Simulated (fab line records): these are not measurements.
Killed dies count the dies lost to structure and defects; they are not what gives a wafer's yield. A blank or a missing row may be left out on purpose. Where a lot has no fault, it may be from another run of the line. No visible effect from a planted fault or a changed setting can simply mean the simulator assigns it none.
A lot that was struck, set against a sound lot || flow n5_finfet || 16 steps out of a route of 1938
Sound: the wafers L941.2, L941.5, L941.6. Wafers L929.3, L929.5, L929.6 were the ones struck. The cause comes at the end.
Each step with rows lists, per side, the tool, then ch with its chambers, then its first start. Under that, the readings that differ: sound wafers || struck wafers || difference of the means || sigmas: that difference in standard deviations of wafers without a fault.
alike: readings with means less than 2 such deviations apart, plus words and numbers identical on both sides. not compared: withheld readings, readings lacking a value on some wafer, bounds such as >300 that could conceal the same value, and numbers that have no deviation in the record and whose values overlap.
Wherever a step has rows on one side only, a row that says differs or no value, or a row with sigmas, the two part there. Numbers that have no deviation but don't overlap get no sigmas and don't part them. A reading missing from all wafers of one side parts the sides only when that side holds two or more wafers.

first, 3 steps without rows for these wafers: N5_SDB_PRECLEAN_38 (cleans in dHF, time 10 s); N5_SDB_PRECLEAN_39 (cleans in O3/DIW, time 45 s); N5_SDB_SRD_28 (time 30 s).
N5_SDB_ALD_29: deposits SiNx, target thk 30 nm, pulse time 1 s, ald cycles 600.
  sound on ald_sin-01 ch 0,3, day 8 04:43; struck on ald_sin-03 ch 2,3, day 5 04:49
  alike: heater_power_w, precursor_pulse_height_rel
N5_SDB_CMP_30: polishes, stops on poly-Si, t overpolish 1.54 s, target thk 30 nm.
  sound on cmp-02 ch 0,1,2, day 8 07:34; struck on cmp-04 ch 0,1, day 5 07:32
  alike: motor_current_A, overpolish_run_s, time_to_endpoint_s
N5_SDB_THK_MEAS_31:
  sound on film_metro-01, day 8 07:45; struck on film_metro-01, day 5 07:50
  alike: SDB_THK
N5_SDB_INSPECT_36: inspects for defects (darkfield).
  sound on defect_inspect-02, day 8 07:47; struck on defect_inspect-02, day 5 07:52
  alike: raw_defect_count
N5_DUMMY_REMOVAL_HM_STRIP_01: strips SiNx in CH3F/O2, stops on poly-Si, target depth 4 nm, time 6.8 s.
  sound on rie_diel-02 ch 0,2,3, day 8 07:50; struck on rie_diel-04 ch 1,2, day 5 07:53
  alike: O2_flow_sccm, drypump_motor_current_A, mfc_ar_sccm, oes_product_au, rf_vpp_V, showerhead_plenum_p_Torr, throttle_valve_pct
  not compared: rf_hours_counter_h
N5_DUMMY_REMOVAL_STRIP_10: strips in N2/H2, time 40 s.
  sound on rie_diel-02 ch 0,2,3, day 8 07:53; struck on rie_diel-04 ch 1,2, day 5 07:56
  alike: drypump_motor_current_A, oes_product_au, rf_vpp_V, showerhead_plenum_p_Torr, throttle_valve_pct
  not compared: rf_hours_counter_h
then, 2 steps without rows for these wafers: N5_DUMMY_REMOVAL_PRECLEAN_07 (cleans in dHF, time 30 s); N5_DUMMY_REMOVAL_DUMMY_REMOVE_02 (chemistry TMAH, target poly-Si, stops on SiO2, target depth 142 nm, time 57 s, rinse time 30 s).
N5_DUMMY_REMOVAL_INSPECT_06: inspects for defects (brightfield).
  sound on defect_inspect-01, day 8 08:02; struck on defect_inspect-02, day 5 08:05
{"reading": "raw_defect_count", "sound": "32 26 19", "struck": "6 7 7", "difference": -19, "sigmas": -4}
N5_DUMMY_REMOVAL_PRECLEAN_08: cleans in NF3:NH3, afs cycles 2, time 20 s, sublimation time 60 s.
  sound on remote_plasma-02 ch 0, day 8 08:07; struck on remote_plasma-02 ch 0, day 5 08:11
{"reading": "temp_c (C)", "sound": "30.10 30.11 30.07", "struck": "28.73 28.88 28.94", "difference": -1.24, "sigmas": -11}
then, 1 step without rows for these wafers: N5_DUMMY_REMOVAL_PRECLEAN_04 (cleans in DHF, time 37 s).
-- record jumps: 4 days separate the struck wafers' starts on either side; left off in module DUMMY_REMOVAL, taken up again in module BEOL_M4, whose first shown step is the route's number 1111 --
N5_BEOL_M4_RC_MEAS_101:
  sound on prober-02 ch 0, day 12 10:18; struck on prober-01 ch 0, day 8 22:46
  alike: DIBL_N, DIBL_P, IOFF_N, IOFF_P, ION_N, ION_P, SS_N, SS_P, VT_N, VT_P
-- the record jumps here: 4 days lie between the struck wafers' starts before and after (it left off in module BEOL_M4 and takes up again in module PASSIVATION, whose first step shown is number 1936 of the route) --
N5_PASSIVATION_PROBE_49:
  only the struck wafers here have rows in the record (prober-01, day 13 09:08); the sound ones have none

## WHERE THEY PART
Earliest at N5_DUMMY_REMOVAL_INSPECT_06; latest, in this record, at N5_PASSIVATION_PROBE_49.

WHY: what had been put in by the simulator
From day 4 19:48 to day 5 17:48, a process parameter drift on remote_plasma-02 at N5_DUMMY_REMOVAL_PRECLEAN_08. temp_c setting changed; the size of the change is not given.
